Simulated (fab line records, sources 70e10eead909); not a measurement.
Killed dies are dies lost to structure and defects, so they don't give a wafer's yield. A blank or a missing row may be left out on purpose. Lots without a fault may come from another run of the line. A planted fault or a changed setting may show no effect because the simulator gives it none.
fab line records | flow nand_harc
record lots=6 wafers=18 last_day=33
route steps=1302 shown A_ONON_D2@546 END@1302
lots that met no fault: from a run of the same line without faults
start_h: hours from the record's first day to the start of the lot's first wafer shown | wait_h: hours since the lot's step before | " the same as in the row above | L1.1+2: a row that stands for several wafers | - no value, or no start given | * or withheld: withheld | < > ~ a bound
route shown NAME@n: a module of which the file shows steps, and the number in the route of the first | usual: mean/standard deviation of fault-free wafers | same: alike in all rows | chamber/n: place in a boat | sites: the reading at each site | _std_site: their standard deviation | _edge_site: outer sites' mean less inner sites' | radius_mm: how far each site lies from the wafer's centre | mask NAME#n: copy n | behind: the tool/chamber that last shaped the wafer | hold: why the lot was held/for how many hours/how that ended | device: the transistor (n, p or np) that didn't switch | end of line: the same wafers' tests at the end of the route | a step without rows: its recipe alone | killed: dies lost to structure and defects at the first sort, not the wafer's yield | map: a wafer's dies, x killed, . not, _ none there
set.NAME: the setting as run; set.NAME@STEP: as run at that earlier step | model.NAME: the simulator's own value behind a step, which no gauge read
lots at some steps of the route; a table a step, a row a wafer
services: from which hour (start_h, from the record's first day; less than 0 if before it) a tool's chamber was out of use, for how many hours, and why
## steps
# step NHARC_A_ONON_D2_THK_MEAS_02
# recipe thk_meas_gauge=ellipsometry
# usual thk_nm=997/8.8
# columns lot.wafer tool chamber start_h wait_h thk_nm
L786.1 film_metro-01 - 354.46 - 983
L786.2 " - " " 984
L786.5 " - " " 980
L787.1 film_metro-02 - 354.54 - 1009
L787.5 " - " " 1010
L787.6 " - " " 1009
L790.1 film_metro-02 - 392.06 - 1013
L790.2 " - " " 1015
L790.5 " - " " 1013
L792.1 film_metro-01 - 414.42 - 986
L792.4 " - " " 988
L792.6 " - " " 988
L799.1 film_metro-01 - 476.80 - 1005
L799.2 " - " " 1004
L799.3 " - " " 1006
L801.2 film_metro-01 - 502.84 - 1001
L801.4 " - " " 1002
L801.6 " - " " 1002
# step NHARC_A_ONON_D2_DEP_03
# recipe target_thk_a=10000 n2_flow_sccm=2750 n2o_flow_sccm=2000 nh3_flow_sccm=500 sih4_flow_sccm=210 temp_c=400
# step NHARC_A_ONON_D2_THK_MEAS_05
# recipe thk_meas_gauge=ellipsometry
# usual thk_nm=1000/11
# columns lot.wafer tool chamber start_h wait_h thk_nm
L786.1 film_metro-01 - 355.02 - 992
L786.2 " - " " 990
L786.5 " - " " 993
L787.1 film_metro-02 - 355.11 - 1029
L787.5 " - " " 1029
L787.6 " - " " 1027
L790.1 film_metro-01 - 392.62 - 1009
L790.2 " - " " 1009
L790.5 " - " " 1011
L792.1 film_metro-01 - 414.99 - 1000
L792.4 " - " " 1001
L792.6 " - " " 999
L799.1 film_metro-01 - 477.37 - 1015
L799.2 " - " " 1015
L799.3 " - " " 1014
L801.2 film_metro-02 - 503.40 - 979
L801.4 " - " " 978
L801.6 " - " " 980
# step NHARC_A_ONON_D2_DEP_06
# recipe target_thk_a=10000 n2_flow_sccm=2750 n2o_flow_sccm=2000 nh3_flow_sccm=500 sih4_flow_sccm=210 temp_c=400
# step NHARC_A_ONON_D2_THK_MEAS_08
# recipe thk_meas_gauge=ellipsometry
# usual thk_nm=994/9.9
# columns lot.wafer tool chamber start_h wait_h thk_nm
L786.1 film_metro-02 - 355.58 - 1002
L786.2 " - " " 1000
L786.5 " - " " 1002
L787.1 film_metro-01 - 355.67 - 976
L787.5 " - " " 976
L787.6 " - " " 975
L790.1 film_metro-02 - 393.18 - 1001
L790.2 " - " " 1003
L790.5 " - " " 1002
L792.1 film_metro-01 - 415.55 - 990
L792.4 " - " " 990
L792.6 " - " " 992
L799.1 film_metro-01 - 477.94 - 978
L799.2 " - " " 977
L799.3 " - " " 976
L801.2 film_metro-01 - 503.97 - 977
L801.4 " - " " 978
L801.6 " - " " 978
# step NHARC_A_ONON_D2_DEP_09
# recipe target_thk_a=10000 n2_flow_sccm=2750 n2o_flow_sccm=2000 nh3_flow_sccm=500 sih4_flow_sccm=210 temp_c=400
# step NHARC_A_ONON_D2_THK_MEAS_11
# recipe thk_meas_gauge=ellipsometry
# usual thk_nm=999/10
# columns lot.wafer tool chamber start_h wait_h thk_nm
L786.1 film_metro-02 - 356.15 - 984
L786.2 " - " " 982
L786.5 " - " " 984
L787.1 film_metro-01 - 356.24 - 1011
L787.5 " - " " 1011
L787.6 " - " " 1009
L790.1 film_metro-01 - 393.75 - 999
L790.2 " - " " 1001
L790.5 " - " " 1000
L792.1 film_metro-01 - 416.12 - 990
L792.4 " - " " 989
L792.6 " - " " 990
L799.1 film_metro-02 - 478.51 - 991
L799.2 " - " " 991
L799.3 " - " " 991
L801.2 film_metro-01 - 504.53 - 1003
L801.4 " - " " 1003
L801.6 " - " " 1004
# step NHARC_A_ONON_D2_DEP_12
# recipe target_thk_a=10000 n2_flow_sccm=2750 n2o_flow_sccm=2000 nh3_flow_sccm=500 sih4_flow_sccm=210 temp_c=400
# step NHARC_A_ONON_D2_THK_MEAS_14
# recipe thk_meas_gauge=ellipsometry
# usual thk_nm=998/11
# columns lot.wafer tool chamber start_h wait_h thk_nm
L786.1 film_metro-02 - 356.71 - 979
L786.2 " - " " 980
L786.5 " - " " 979
L787.1 film_metro-01 - 356.80 - 1012
L787.5 " - " " 1012
L787.6 " - " " 1014
L790.1 film_metro-01 - 394.31 - 985
L790.2 " - " " 984
L790.5 " - " " 985
L792.1 film_metro-01 - 416.69 - 1006
L792.4 " - " " 1006
L792.6 " - " " 1007
L799.1 film_metro-02 - 479.07 - 1022
L799.2 " - " " 1024
L799.3 " - " " 1024
L801.2 film_metro-01 - 505.09 - 1006
L801.4 " - " " 1007
L801.6 " - " " 1008
# step NHARC_A_ONON_D2_ANNEAL_15
# recipe temp_c=750 time_s=3600
# step NHARC_A_ONON_D2_DEP_16
# recipe target_thk_a=10000 n2_flow_sccm=2750 n2o_flow_sccm=2000 nh3_flow_sccm=500 sih4_flow_sccm=210 temp_c=400
# step NHARC_A_ONON_D2_THK_MEAS_18
# recipe thk_meas_gauge=ellipsometry
# usual thk_nm=997/9.6
# columns lot.wafer tool chamber start_h wait_h thk_nm
L787.1 film_metro-01 - 361.77 - 990
L787.5 " - " " 992
L787.6 " - " " 993
L786.1 film_metro-01 - 361.78 - 1002
L786.2 " - " " 1002
L786.5 " - " " 1002
L790.1 film_metro-02 - 401.69 - 1006
L790.2 " - " " 1006
L790.5 " - " " 1007
L792.1 film_metro-01 - 424.01 - 998
L792.4 " - " " 998
L792.6 " - " " 997
L799.1 film_metro-02 - 488.67 - 989
L799.2 " - " " 987
L799.3 " - " " 989
L801.2 film_metro-01 - 509.62 - 1002
L801.4 " - " " 1002
L801.6 " - " " 1004
# step NHARC_A_ONON_D2_DEP_19
# recipe target_thk_a=10000 n2_flow_sccm=2750 n2o_flow_sccm=2000 nh3_flow_sccm=500 sih4_flow_sccm=210 temp_c=400
# columns lot.wafer tool chamber start_h wait_h
L787.1+5+6 pecvd_onon-04 0 361.83 0.1
L786.1+2+5 pecvd_onon-02 0 361.83 0.1
L790.1+2+5 pecvd_onon-04 0 401.75 0.1
L792.1+4+6 pecvd_onon-04 0 424.07 0.1
L799.1+2+3 pecvd_onon-02 0 488.73 0.1
L801.2+4+6 pecvd_onon-02 0 509.73 0.1
# step NHARC_A_ONON_D2_THK_MEAS_21
# recipe thk_meas_gauge=ellipsometry
# usual thk_nm=1001/8.5
# columns lot.wafer tool chamber start_h wait_h thk_nm
L787.1 film_metro-01 - 362.34 - 1005
L787.5 " - " " 1005
L787.6 " - " " 1006
L786.1 film_metro-02 - 362.34 - 1002
L786.2 " - " " 1004
L786.5 " - " " 1000
L790.1 film_metro-01 - 402.26 - 1524
L790.2 " - " " 1524
L790.5 " - " " 1522
L792.1 film_metro-02 - 424.58 - 1523
L792.4 " - " " 999
L792.6 " - " " 997
L799.1 film_metro-01 - 489.24 - 1004
L799.2 " - " " 1005
L799.3 " - " " 1005
L801.2 film_metro-01 - 510.21 - 1001
L801.4 " - " " 1000
L801.6 " - " " 1004
# step NHARC_A_ONON_D2_DEP_22
# recipe target_thk_a=10000 n2_flow_sccm=2750 n2o_flow_sccm=2000 nh3_flow_sccm=500 sih4_flow_sccm=210 temp_c=400
# step NHARC_END_SORT_01
# recipe temp_c=25
# usual killed_at_array=59/19 killed_at_other=0.6/0.85 killed_at_periphery=3.8/2.5 killed_dies=64/19 killed_open=3.3/1.8 killed_short=2.2/1.6
# same gross_dies=677
# columns lot.wafer tool chamber start_h wait_h killed_at_array killed_at_other killed_at_periphery killed_dies killed_open killed_short
L790.1 prober-01 0 689.45 2.5 676 1 0 677 3 1
L790.2 prober-01 0 690.25 2.8 675 0 2 677 2 3
L790.5 prober-01 0 692.66 3.7 674 0 3 677 2 2
L792.1 prober-02 0 707.15 2.5 669 0 8 677 5 1
# killed by level:class
L790.1 A_ONON_D2:area_dep=631 A_SLIT:chamber_film_flake=24 A_CONTACT:chamber_film_flake=8 A_CHANNEL_HOLE_D1:chamber_film_flake=6 A_CONTACT:geometric_particle:open=2 A_ZERO_WELL:chamber_film_flake=2 A_ONON_D1:geometric_particle:open=1 A_ONON_D2:geometric_particle:short=1
L790.2 A_ONON_D2:area_dep=616 A_SLIT:chamber_film_flake=36 A_CONTACT:chamber_film_flake=8 A_WL_FILL:chamber_film_flake=4 A_CHANNEL_HOLE_D1:chamber_film_flake=3 A_STAIRCASE:chamber_film_flake=3 P_M0:geometric_particle:open=1 A_DECK1_JOINT:geometric_particle:short=1
L790.5 A_ONON_D2:area_dep=621 A_SLIT:chamber_film_flake=30 A_CONTACT:chamber_film_flake=7 A_CHANNEL_HOLE_D1:chamber_film_flake=4 A_STAIRCASE:chamber_film_flake=3 A_WL_FILL:chamber_film_flake=2 A_CHANNEL_HOLE_D2:geometric_particle:short=1 A_CHANNEL_FILL_D2:geometric_particle:open=1
L792.1 A_ONON_D2:area_dep=637 A_CHANNEL_HOLE_D2:chamber_film_flake=15 P_M0:chamber_film_flake=6 A_CHANNEL_HOLE_D1:chamber_film_flake=6 A_ONON_D2:geometric_particle:open=2 A_SLIT:chamber_film_flake=2 A_CONTACT:chamber_film_flake=2 P_CONTACT:geometric_particle:open=1
# map L790.1 (x killed, . not)
____________x____________
_________xxxxxxx_________
_______xxxxxxxxxxx_______
______xxxxxxxxxxxxx______
_____xxxxxxxxxxxxxxx_____
____xxxxxxxxxxxxxxxxx____
____xxxxxxxxxxxxxxxxx____
___xxxxxxxxxxxxxxxxxxx___
___xxxxxxxxxxxxxxxxxxx___
__xxxxxxxxxxxxxxxxxxxxx__
__xxxxxxxxxxxxxxxxxxxxx__
_xxxxxxxxxxxxxxxxxxxxxxx_
_xxxxxxxxxxxxxxxxxxxxxxx_
_xxxxxxxxxxxxxxxxxxxxxxx_
_xxxxxxxxxxxxxxxxxxxxxxx_
_xxxxxxxxxxxxxxxxxxxxxxx_
xxxxxxxxxxxxxxxxxxxxxxxxx
xxxxxxxxxxxxxxxxxxxxxxxxx
xxxxxxxxxxxxxxxxxxxxxxxxx
xxxxxxxxxxxxxxxxxxxxxxxxx
xxxxxxxxxxxxxxxxxxxxxxxxx
_xxxxxxxxxxxxxxxxxxxxxxx_
_xxxxxxxxxxxxxxxxxxxxxxx_
_xxxxxxxxxxxxxxxxxxxxxxx_
_xxxxxxxxxxxxxxxxxxxxxxx_
_xxxxxxxxxxxxxxxxxxxxxxx_
__xxxxxxxxxxxxxxxxxxxxx__
__xxxxxxxxxxxxxxxxxxxxx__
___xxxxxxxxxxxxxxxxxxx___
___xxxxxxxxxxxxxxxxxxx___
____xxxxxxxxxxxxxxxxx____
____xxxxxxxxxxxxxxxxx____
_____xxxxxxxxxxxxxxx_____
______xxxxxxxxxxxxx______
_______xxxxxxxxxxx_______
_________xxxxxxx_________
____________x____________
# map L792.1 (x killed, . not)
____________x____________
_________xxxxxxx_________
_______xxxxxxxxxxx_______
______xxxxxxxxxxxxx______
_____xxxxxxxxxxxxxxx_____
____xxxxxxxxxxxxxxxxx____
____xxxxxxxxxxxxxxxxx____
___xxxxxxxxxxxxxxxxxxx___
___xxxxxxxxxxxxxxxxxxx___
__xxxxxxxxxxxxxxxxxxxxx__
__xxxxxxxxxxxxxxxxxxxxx__
_xxxxxxxxxxxxxxxxxxxxxxx_
_xxxxxxxxxxxxxxxxxxxxxxx_
_xxxxxxxxxxxxxxxxxxxxxxx_
_xxxxxxxxxxxxxxxxxxxxxxx_
_xxxxxxxxxxxxxxxxxxxxxxx_
xxxxxxxxxxxxxxxxxxxxxxxxx
xxxxxxxxxxxxxxxxxxxxxxxxx
xxxxxxxxxxxxxxxxxxxxxxxxx
xxxxxxxxxxxxxxxxxxxxxxxxx
xxxxxxxxxxxxxxxxxxxxxxxxx
_xxxxxxxxxxxxxxxxxxxxxxx_
_xxxxxxxxxxxxxxxxxxxxxxx_
_xxxxxxxxxxxxxxxxxxxxxxx_
_xxxxxxxxxxxxxxxxxxxxxxx_
_xxxxxxxxxxxxxxxxxxxxxxx_
__xxxxxxxxxxxxxxxxxxxxx__
__xxxxxxxxxxxxxxxxxxxxx__
___xxxxxxxxxxxxxxxxxxx___
___xxxxxxxxxxxxxxxxxxx___
____xxxxxxxxxxxxxxxxx____
____xxxxxxxxxxxxxxxxx____
_____xxxxxxxxxxxxxxx_____
______xxxxxxxxxxxxx______
_______xxxxxxxxxxx_______
_________xxxxxxx_________
____________x____________
## services
# columns tool chamber start_h hours kind
pecvd_onon-02 - 366.09 13.0 pm
pecvd_onon-04 - 434.90 2.4 repair
pecvd_onon-02 - 450.14 14.9 repair
pecvd_onon-04 - 492.91 13.0 pm
## key
first_sign step=NHARC_A_ONON_D2_THK_MEAS_21 reading=thk_nm direction=up sigmas=61 usual=1001 struck=1523
effect step=NHARC_END_SORT_01 reading=killed_dies direction=up sigmas=33 usual=64 struck=677
more_kills_born_at NHARC_A_ONON_D2_DEP_19@pecvd_onon-04=2505
met_at NHARC_A_ONON_D2_DEP_19
struck_wafers L790.1,L790.2,L790.5,L792.1
later_rows_left_out L790.1,L790.2,L790.5,L792.1
tester_left_out L790,L792
onset_between 361.83 401.75
fault kind=process_parameter_drift tool=pecvd_onon-04 chamber=- onset_h=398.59 steps=NHARC_A_ONON_D2_DEP_19 channel=target_thk_a offset=* shape=step end_h=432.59 scope=struck_wafers_only acts_in=* stated=*
# tester_left_out: of these lots the tester's yield and bins aren't shown, on N5 and GAA mostly nor the transistor test; their killed dies are dies lost to structure and defects alone, not to doping, threshold or leakage, so they don't give the yield
# later_rows_left_out: the simulator's readings of these wafers behind a module that went badly wrong aren't trusted and aren't shown, but for the sort
